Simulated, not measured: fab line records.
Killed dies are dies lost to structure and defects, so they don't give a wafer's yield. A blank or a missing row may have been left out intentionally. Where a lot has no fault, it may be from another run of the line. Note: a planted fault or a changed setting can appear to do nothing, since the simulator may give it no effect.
Matching of chambers :: flow n5Finfet :: N5_MOL_CONTACT_COAG_CMP_28 on cmp-01: 4 sister chambers
The step polishes, stops on SiNx, t overpolish 0.85 s, target thk 14.522 nm. 4 wafers are shown with their chamber, then 7 later ones without.

== WAFERS PAIRED WITH THEIR CHAMBERS ==
wafer: L487.1
chamber: 1
motorCurrentA (A): 12.3

wafer: L487.4
chamber: 2
motorCurrentA (A): 13.8

wafer: L490.3
chamber: 3
motorCurrentA (A): 12.8

wafer: L490.4
chamber: 0
motorCurrentA (A): 10.7

== WAFERS WITH NO CHAMBER GIVEN ==
wafer: L490.6
motorCurrentA (A): 10.9

wafer: L495.2
motorCurrentA (A): 11.1

wafer: L495.3
motorCurrentA (A): 13.0

wafer: L495.4
motorCurrentA (A): 13.7

wafer: L496.3
motorCurrentA (A): 11.7

wafer: L496.5
motorCurrentA (A): 10.6

wafer: L496.6
motorCurrentA (A): 12.9

== THE CHAMBER EACH PASSED THROUGH ==
wafer: L490.6
from the rows above: 0
in truth: 0

wafer: L495.2
from the rows above: 0
in truth: 0

wafer: L495.3
from the rows above: can't be placed: 3 or 1
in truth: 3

wafer: L495.4
from the rows above: 2
in truth: 2

wafer: L496.3
from the rows above: can't be placed: 1 or 0 or 3
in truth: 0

wafer: L496.5
from the rows above: 0
in truth: 0

wafer: L496.6
from the rows above: can't be placed: 3 or 1
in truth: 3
4 of 7 placed correctly. From these rows, 3 cannot be placed; in 3 the true chamber is one of the candidates. 0 placed wrongly.
How it was worked out, from the rows above alone: a wafer's distance from a chamber is the root of the sum, over the readings, of the square of ((its reading less the chamber's mean) divided by the reading's scatter). The wafer belongs to the nearest chamber; if the next one is less than 2 further off, it can't be placed. For every chamber, the mean is computed from those of its wafers that are shown. The scatter: with one shown wafer a chamber, the root of the mean of the squares of how far each hidden wafer lies from its nearest shown one.
